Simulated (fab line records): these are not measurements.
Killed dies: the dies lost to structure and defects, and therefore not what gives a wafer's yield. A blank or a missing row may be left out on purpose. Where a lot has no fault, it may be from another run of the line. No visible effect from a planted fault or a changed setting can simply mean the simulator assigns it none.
What tool caused it?    flow nand_harc    23 lots with 69 wafers sampled at 6 steps, on a route of 1302 steps

## WHAT THE GAUGES READ, wafer by wafer
No reading from a measuring or inspecting step in the record can be judged against a usual standard deviation.

## WHAT TOOL EACH LOT RAN ON (gives the tool, then ch and the chambers of the sampled wafers, and finally the start)
lot   NHARC_A_STAIRCASE_ALD_420         NHARC_A_STAIRCASE_STRIP_446           NHARC_A_SGD_CUT_ETCH_58             NHARC_A_SGD_CUT_ETCH_59                        NHARC_A_WL_FILL_RTA_01            NHARC_A_WL_FILL_ALD_10
L075  ald_hk-04 ch 0,3, day 17 11:23    plasma_asher-01 ch 0,1, day 19 04:26  rie_diel-02 ch 2,3, day 19 07:56    rie_diel-02 ch 0,1,3, day 20 10:49 or earlier  rtp_anneal-01 ch 0, day 20 10:49  ald_hk-04 ch 1,2,3, day 20 18:47
L074  ald_hk-01 ch 0,1,2, day 17 15:06  plasma_asher-01 ch 0,1, day 19 11:33  rie_diel-02 ch 1,2, day 19 15:12    rie_diel-02 ch 2,3, day 20 15:17 or earlier    rtp_anneal-01 ch 0, day 20 15:17  ald_hk-03 ch 2,3, day 20 22:29
L076  ald_hk-01 ch 0,1,3, day 18 08:10  plasma_asher-01 ch 0,1, day 19 23:56  rie_diel-12 ch 0,1,2, day 20 03:26  rie_diel-12 ch 0,1,3, day 21 07:11 or earlier  rtp_anneal-02 ch 0, day 21 07:11  ald_hk-03 ch 1,2, day 21 15:49
L077  ald_hk-01 ch 0,1,3, day 19 02:01  plasma_asher-02 ch 1, day 20 16:13    rie_diel-12 ch 1,3, day 20 19:55    rie_diel-12 ch 1,2,3, day 21 21:28 or earlier  rtp_anneal-02 ch 0, day 21 21:28  ald_hk-04 ch 1,2,3, day 22 04:47
L078  ald_hk-03 ch 1,2,3, day 19 02:17  plasma_asher-01 ch 0,1, day 20 16:35  rie_diel-13 ch 0,3, day 20 20:05    rie_diel-13 ch 0,3, day 22 02:47 or earlier    rtp_anneal-02 ch 0, day 22 02:47  ald_hk-03 ch 1,2, day 22 09:37
L079  ald_hk-03 ch 0,2,3, day 19 22:07  plasma_asher-01 ch 0,1, day 21 11:26  rie_diel-12 ch 0,1,3, day 21 14:59  rie_diel-12 ch 1,2,3, day 23 00:43 or earlier  rtp_anneal-02 ch 0, day 23 00:43  ald_hk-04 ch 0,1,3, day 23 04:40
L080  ald_hk-01 ch 0,1,3, day 19 22:07  plasma_asher-02 ch 0,1, day 21 11:30  rie_diel-13 ch 1,3, day 21 15:16    rie_diel-13 ch 0,1,3, day 22 21:22 or earlier  rtp_anneal-01 ch 0, day 22 21:22  ald_hk-03 ch 1,3, day 23 05:11
L082  ald_hk-01 ch 0,1,2, day 20 17:23  plasma_asher-02 ch 0,1, day 22 15:22  rie_diel-12 ch 0,2, day 22 19:22    rie_diel-12 ch 0,2, day 22 19:30               rtp_anneal-01 ch 0, day 24 01:47  ald_hk-02 ch 0,1, day 24 10:38
L086  ald_hk-04 ch 0,1,2, day 21 11:49  plasma_asher-01 ch 0,1, day 23 06:25  rie_diel-13 ch 0,1, day 23 10:24    rie_diel-13 ch 1,2,3, day 24 16:56 or earlier  rtp_anneal-01 ch 0, day 24 16:56  ald_hk-04 ch 0,1,3, day 25 00:54
L084  ald_hk-01 ch 0,2, day 21 18:30    plasma_asher-02 ch 0,1, day 23 06:40  rie_diel-12 ch 0,3, day 23 10:36    rie_diel-12 ch 0,2, day 24 23:59 or earlier    rtp_anneal-02 ch 0, day 24 23:59  ald_hk-02 ch 1,2,3, day 25 08:38
L083  ald_hk-04 ch 0,1,3, day 21 21:04  plasma_asher-01 ch 0,1, day 23 06:08  rie_diel-02 ch 1,2,3, day 23 10:25  rie_diel-02 ch 0,1,3, day 24 16:56 or earlier  rtp_anneal-02 ch 0, day 24 16:56  ald_hk-02 ch 1,2, day 25 00:26
L085  ald_hk-04 ch 2,3, day 22 09:17    plasma_asher-02 ch 0,1, day 23 23:43  rie_diel-12 ch 0,1,2, day 24 03:09  rie_diel-12 ch 0,1,3, day 25 09:05 or earlier  rtp_anneal-02 ch 0, day 25 09:05  ald_hk-03 ch 1,2,3, day 25 15:51
L087  ald_hk-03 ch 0,1,3, day 22 21:34  plasma_asher-01 ch 0,1, day 24 10:43  rie_diel-13 ch 0,1,3, day 24 14:18  rie_diel-13 ch 1,2,3, day 25 22:41 or earlier  rtp_anneal-01 ch 0, day 25 22:41  ald_hk-03 ch 0,1,3, day 26 06:03
L088  ald_hk-01 ch 1,2,3, day 23 12:06  plasma_asher-02 ch 0,1, day 25 03:38  rie_diel-12 ch 1,2,3, day 25 07:13  rie_diel-12 ch 1,3, day 26 15:08 or earlier    rtp_anneal-02 ch 0, day 26 15:08  ald_hk-03 ch 0,1,2, day 27 00:08
L089  ald_hk-04 ch 1,3, day 23 13:49    plasma_asher-01 ch 0,1, day 25 03:21  rie_diel-02 ch 0,3, day 25 06:58    rie_diel-02 ch 0,2,3, day 26 11:14 or earlier  rtp_anneal-01 ch 0, day 26 11:14  ald_hk-02 ch 1,2,3, day 26 18:55
L090  ald_hk-04 ch 0,1,2, day 23 23:38  plasma_asher-02 ch 0,1, day 25 12:31  rie_diel-02 ch 0,1,2, day 25 16:10  rie_diel-02 ch 1,2,3, day 26 21:13 or earlier  rtp_anneal-02 ch 0, day 26 21:13  ald_hk-02 ch 0,1,3, day 27 05:19
L091  ald_hk-04 ch 0,1,3, day 24 17:37  plasma_asher-02 ch 0,1, day 26 07:53  rie_diel-12 ch 0,2,3, day 26 11:33  rie_diel-12 ch 1,2,3, day 27 13:00 or earlier  rtp_anneal-02 ch 0, day 27 13:00  ald_hk-04 ch 0,2,3, day 27 22:47
L092  ald_hk-04 ch 0,2,3, day 24 18:52  plasma_asher-02 ch 0,1, day 26 07:06  rie_diel-02 ch 1,2, day 26 10:45    rie_diel-02 ch 0,1,3, day 27 13:19 or earlier  rtp_anneal-01 ch 0, day 27 13:19  ald_hk-02 ch 1,3, day 27 23:19
L093  ald_hk-01 ch 1,2,3, day 25 04:37  plasma_asher-01 ch 0,1, day 26 19:34  rie_diel-02 ch 0,3, day 26 23:07    rie_diel-02 ch 0,1,3, day 28 02:11 or earlier  rtp_anneal-02 ch 0, day 28 02:11  ald_hk-02 ch 1,2,3, day 28 10:12
L095  ald_hk-04 ch 0,1,3, day 25 20:16  plasma_asher-01 ch 0,1, day 27 10:30  rie_diel-02 ch 0,1,2, day 27 14:37  rie_diel-02 ch 0,1,2, day 28 17:53 or earlier  rtp_anneal-01 ch 0, day 28 17:53  ald_hk-02 ch 0,1,3, day 29 01:14
L094  ald_hk-03 ch 0,2,3, day 25 22:35  plasma_asher-02 ch 0,1, day 27 10:22  rie_diel-12 ch 2,3, day 27 14:50    rie_diel-12 ch 0,1,2, day 28 19:44 or earlier  rtp_anneal-02 ch 0, day 28 19:44  ald_hk-04 ch 0,1, day 29 00:58
L096  ald_hk-04 ch 0,1,2, day 26 10:08  plasma_asher-02 ch 0,1, day 28 02:15  rie_diel-02 ch 0,2,3, day 28 05:57  rie_diel-02 ch 0,1,3, day 29 07:12 or earlier  rtp_anneal-01 ch 0, day 29 07:12  ald_hk-04 ch 0,2,3, day 29 18:56
L097  ald_hk-03 ch 2,3, day 26 21:05    plasma_asher-02 ch 0,1, day 28 15:29  rie_diel-13 ch 0,1,2, day 28 19:04  rie_diel-13 ch 0,1,2, day 30 06:53 or earlier  rtp_anneal-02 ch 0, day 30 06:53  ald_hk-04 ch 0,2,3, day 30 19:14
- NHARC_A_STAIRCASE_ALD_420: deposits SiO2, target thk 20 nm, pulse time 6 s, ald cycles 200.
- NHARC_A_STAIRCASE_STRIP_446: strips in O2.
- NHARC_A_SGD_CUT_ETCH_58: etches the open film in CF4, target depth 39 nm, time 65 s.
- NHARC_A_SGD_CUT_ETCH_59: etches the open film in N2/H2, target depth 260 nm, time 406.25 s.
- NHARC_A_WL_FILL_RTA_01: time 5 s.
- NHARC_A_WL_FILL_ALD_10: deposits SiO2, target thk 50 nm, pulse time 10 s, ald cycles 500.

## AS READ BY THE TOOLS THEMSELVES (means over the sampled wafers that have a number; for cases with no such wafer, the mark the record gives instead)
NHARC_A_STAIRCASE_ALD_420. Usual: heater_power_outer_w 270 W, standard deviation 24; heater_power_w 484 W, standard deviation 37; precursor_pulse_height_rel 1.000, standard deviation 0.018.
lot   tool       heater_power_outer_w (W)  heater_power_w (W)  precursor_pulse_height_rel  flag
L075  ald_hk-04  263                       455                 1.000                       
L074  ald_hk-01  286                       525                 1.002                       
L076  ald_hk-01  264                       474                 0.992                       
L077  ald_hk-01  264                       488                 1.013                       
L078  ald_hk-03  253                       448                 0.995                       
L079  ald_hk-03  254                       441                 0.994                       
L080  ald_hk-01  263                       479                 1.008                       
L082  ald_hk-01  281                       513                 0.992                       
L086  ald_hk-04  272                       470                 0.998                       
L084  ald_hk-01  269                       528                 1.015                       
L083  ald_hk-04  280                       486                 1.024                       
L085  ald_hk-04  273                       485                 0.995                       
L087  ald_hk-03  259                       472                 0.999                       
L088  ald_hk-01  288                       528                 1.005                       
L089  ald_hk-04  283                       495                 1.004                       
L090  ald_hk-04  273                       481                 0.997                       
L091  ald_hk-04  281                       484                 0.983                       
L092  ald_hk-04  272                       480                 0.989                       
L093  ald_hk-01  280                       521                 1.006                       
L095  ald_hk-04  279                       480                 0.992                       
L094  ald_hk-03  249                       448                 1.005                       
L096  ald_hk-04  267                       480                 1.009                       
L097  ald_hk-03  248                       444                 1.004                       

NHARC_A_STAIRCASE_STRIP_446. Usual: drypump_motor_current_A 6.03 A, standard deviation 0.13; heater_power_w 330 W, standard deviation 34.
lot   tool             drypump_motor_current_A (A)  heater_power_w (W)  flag
L075  plasma_asher-01  6.10                         334                 
L074  plasma_asher-01  6.10                         348                 
L076  plasma_asher-01  6.11                         347                 
L077  plasma_asher-02  6.09                         361                 
L078  plasma_asher-01  6.10                         349                 
L079  plasma_asher-01  6.10                         348                 
L080  plasma_asher-02  6.03                         333                 
L082  plasma_asher-02  5.89                         300                 
L086  plasma_asher-01  6.10                         349                 
L084  plasma_asher-02  5.90                         305                 
L083  plasma_asher-01  6.09                         347                 
L085  plasma_asher-02  6.02                         329                 
L087  plasma_asher-01  6.09                         349                 
L088  plasma_asher-02  5.91                         296                 
L089  plasma_asher-01  6.09                         349                 
L090  plasma_asher-02  5.92                         300                 
L091  plasma_asher-02  6.03                         327                 
L092  plasma_asher-02  6.00                         335                 
L093  plasma_asher-01  6.09                         344                 
L095  plasma_asher-01  6.09                         353                 
L094  plasma_asher-02  5.92                         302                 
L096  plasma_asher-02  5.90                         296                 
L097  plasma_asher-02  5.90                         300                 

NHARC_A_SGD_CUT_ETCH_58. Usual: chamber_pressure_mTorr 50.00 mTorr, standard deviation 0.042; drypump_motor_current_A 6.0 A, standard deviation 0.44; oes_product_au 1.001 a.u., standard deviation 0.012; rf_vpp_V 151.1 V, standard deviation 1.1; showerhead_plenum_p_Torr 1.75 Torr, standard deviation 0.055; throttle_valve_pct 13.284 %, standard deviation 0.0083.
lot   tool         chamber_pressure_mTorr (mTorr)  drypump_motor_current_A (A)  oes_product_au (a.u.)  rf_vpp_V (V)  showerhead_plenum_p_Torr (Torr)  throttle_valve_pct (%)  flag
L075  rie_diel-02  50.06                           5.6                          1.005                  151.1         1.76                             13.277                  
L074  rie_diel-02  50.00                           5.8                          0.999                  149.6         1.69                             13.280                  
L076  rie_diel-12  50.02                           6.3                          0.993                  151.3         1.78                             13.286                  
L077  rie_diel-12  50.03                           6.3                          1.001                  152.2         1.82                             13.279                  
L078  rie_diel-13  50.01                           5.7                          0.986                  152.2         1.83                             13.284                  
L079  rie_diel-12  49.98                           6.4                          0.991                  151.2         1.77                             13.284                  
L080  rie_diel-13  50.00                           5.5                          0.980                  151.6         1.81                             13.290                  
L082  rie_diel-12  50.00                           6.4                          1.000                  151.2         1.74                             13.289                  
L086  rie_diel-13  49.99                           5.9                          0.994                  151.5         1.76                             13.284                  
L084  rie_diel-12  49.99                           6.5                          1.001                  150.5         1.72                             13.279                  
L083  rie_diel-02  50.02                           5.7                          1.014                  150.4         1.72                             13.285                  
L085  rie_diel-12  50.02                           6.3                          1.006                  151.4         1.78                             13.286                  
L087  rie_diel-13  50.00                           5.8                          0.987                  152.5         1.79                             13.278                  
L088  rie_diel-12  49.98                           6.0                          1.010                  151.2         1.79                             13.288                  
L089  rie_diel-02  50.03                           5.8                          0.998                  151.3         1.75                             13.277                  
L090  rie_diel-02  49.98                           6.0                          1.005                  150.3         1.70                             13.281                  
L091  rie_diel-12  49.96                           6.2                          1.000                  150.9         1.74                             13.281                  
L092  rie_diel-02  49.99                           5.8                          1.018                  151.1         1.71                             13.288                  
L093  rie_diel-02  49.94                           5.8                          1.012                  151.0         1.74                             13.285                  
L095  rie_diel-02  49.98                           6.0                          1.002                  150.3         1.70                             13.281                  
L094  rie_diel-12  50.01                           5.8                          1.000                  150.4         1.75                             13.282                  
L096  rie_diel-02  49.99                           5.9                          1.004                  150.5         1.73                             13.285                  
L097  rie_diel-13  49.97                           6.0                          0.989                  150.6         1.74                             13.281                  

NHARC_A_SGD_CUT_ETCH_59. Usual: chamber_pressure_mTorr 30.001 mTorr, standard deviation 0.023; drypump_motor_current_A 6.1 A, standard deviation 0.45; oes_product_au 0.999 a.u., standard deviation 0.013; rf_vpp_V 429.9 V, standard deviation 2.1; showerhead_plenum_p_Torr 2.01 Torr, standard deviation 0.072; throttle_valve_pct 14.171 %, standard deviation 0.0092.
lot   tool         chamber_pressure_mTorr (mTorr)  drypump_motor_current_A (A)  oes_product_au (a.u.)  rf_vpp_V (V)  showerhead_plenum_p_Torr (Torr)  throttle_valve_pct (%)  flag
L075  rie_diel-02  29.999                          5.9                          1.002                  429.0         1.97                             14.177                  
L074  rie_diel-02  30.015                          5.6                          1.008                  430.6         2.02                             14.176                  
L076  rie_diel-12  30.009                          6.4                          0.996                  430.7         2.05                             14.176                  
L077  rie_diel-12  29.965                          6.0                          0.996                  431.7         2.07                             14.163                  
L078  rie_diel-13  30.005                          5.9                          0.983                  432.8         2.10                             14.183                  
L079  rie_diel-12  29.997                          6.0                          1.002                  431.8         2.07                             14.165                  
L080  rie_diel-13  29.993                          5.8                          0.989                  431.3         2.07                             14.173                  
L082  rie_diel-12  30.005                          6.4                          0.996                  428.9         1.99                             14.172                  
L086  rie_diel-13  30.001                          5.7                          0.984                  430.4         2.02                             14.172                  
L084  rie_diel-12  30.013                          6.4                          1.000                  430.0         1.99                             14.169                  
L083  rie_diel-02  30.012                          6.0                          1.011                  428.6         1.96                             14.156                  
L085  rie_diel-12  29.995                          6.4                          0.999                  430.8         2.04                             14.181                  
L087  rie_diel-13  30.013                          5.7                          1.002                  430.0         2.02                             14.170                  
L088  rie_diel-12  29.985                          6.3                          1.003                  430.9         2.10                             14.172                  
L089  rie_diel-02  30.005                          5.9                          0.993                  429.9         2.00                             14.172                  
L090  rie_diel-02  29.973                          5.7                          1.013                  428.9         1.98                             14.170                  
L091  rie_diel-12  30.000                          6.0                          1.006                  431.0         2.06                             14.167                  
L092  rie_diel-02  29.996                          5.9                          1.006                  428.2         1.96                             14.163                  
L093  rie_diel-02  29.997                          6.0                          1.007                  428.6         1.96                             14.171                  
L095  rie_diel-02  30.022                          6.1                          1.009                  427.1         1.95                             14.164                  
L094  rie_diel-12  30.009                          6.3                          1.000                  430.4         2.05                             14.164                  
L096  rie_diel-02  30.001                          6.0                          1.007                  428.9         1.96                             14.168                  
L097  rie_diel-13  30.020                          6.0                          1.000                  429.3         2.00                             14.169                  

NHARC_A_WL_FILL_RTA_01. Usual: lamp_power_pct 30.44 %, standard deviation 0.057; wafer_temp_C_max 1005.3, standard deviation 1.8.
lot   tool           lamp_power_pct (%)  wafer_temp_C_max  flag
L075  rtp_anneal-01  30.44               1003.3            
L074  rtp_anneal-01  30.33               1003.5            
L076  rtp_anneal-02  30.50               1006.7            
L077  rtp_anneal-02  30.51               1006.1            
L078  rtp_anneal-02  30.49               1006.5            
L079  rtp_anneal-02  30.45               1006.4            
L080  rtp_anneal-01  30.40               1003.9            
L082  rtp_anneal-01  30.40               1004.3            
L086  rtp_anneal-01  30.39               1002.8            
L084  rtp_anneal-02  30.46               1005.2            
L083  rtp_anneal-02  30.49               1006.9            
L085  rtp_anneal-02  30.49               1007.2            
L087  rtp_anneal-01  30.39               1004.2            
L088  rtp_anneal-02  30.48               1007.7            
L089  rtp_anneal-01  30.35               1003.8            
L090  rtp_anneal-02  30.49               1006.7            
L091  rtp_anneal-02  30.51               1006.5            
L092  rtp_anneal-01  30.39               1002.7            
L093  rtp_anneal-02  30.49               1006.2            
L095  rtp_anneal-01  30.40               1003.2            
L094  rtp_anneal-02  30.49               1007.0            
L096  rtp_anneal-01  30.40               1003.7            
L097  rtp_anneal-02  30.46               1006.1            

NHARC_A_WL_FILL_ALD_10. Usual: heater_power_outer_w 271 W, standard deviation 27; heater_power_w 474 W, standard deviation 47; precursor_pulse_height_rel 0.999, standard deviation 0.019.
lot   tool       heater_power_outer_w (W)  heater_power_w (W)  precursor_pulse_height_rel  flag
L075  ald_hk-04  273                       488                 1.015                       
L074  ald_hk-03  251                       444                 1.005                       
L076  ald_hk-03  275                       481                 0.993                       
L077  ald_hk-04  285                       495                 0.998                       
L078  ald_hk-03  269                       484                 1.003                       
L079  ald_hk-04  278                       478                 0.990                       
L080  ald_hk-03  252                       465                 1.000                       
L082  ald_hk-02  262                       441                 1.000                       
L086  ald_hk-04  281                       487                 1.008                       
L084  ald_hk-02  294                       507                 1.014                       
L083  ald_hk-02  291                       497                 1.010                       
L085  ald_hk-03  251                       445                 1.007                       
L087  ald_hk-03  254                       453                 1.001                       
L088  ald_hk-03  273                       480                 0.997                       
L089  ald_hk-02  297                       500                 1.004                       
L090  ald_hk-02  277                       480                 0.994                       
L091  ald_hk-04  266                       470                 1.000                       
L092  ald_hk-02  296                       526                 0.982                       
L093  ald_hk-02  296                       510                 0.994                       
L095  ald_hk-02  279                       485                 0.997                       
L094  ald_hk-04  258                       465                 0.979                       
L096  ald_hk-04  271                       471                 1.007                       
L097  ald_hk-04  274                       475                 1.002                       

## THE ANSWER, worked out from the rows above alone
Rule: lot off if the mean of its wafers having a number is beyond 3 standard deviations from the usual mean. Also off: a lot with no number at a reading for which 4 or more lots have one. Any other lot the step has rows for is counted as sound. Order of review: gauges by route order, followed by the tools' own readings, for which a lot's mean as printed above is used. The first step at which some lot is off is used, and at that step the reading that is off furthest; a lot without a number counts as furthest.
No lot is off on any of the readings shown, so nothing can be concluded from this.

## WHAT THE SIMULATOR HAD PUT IN
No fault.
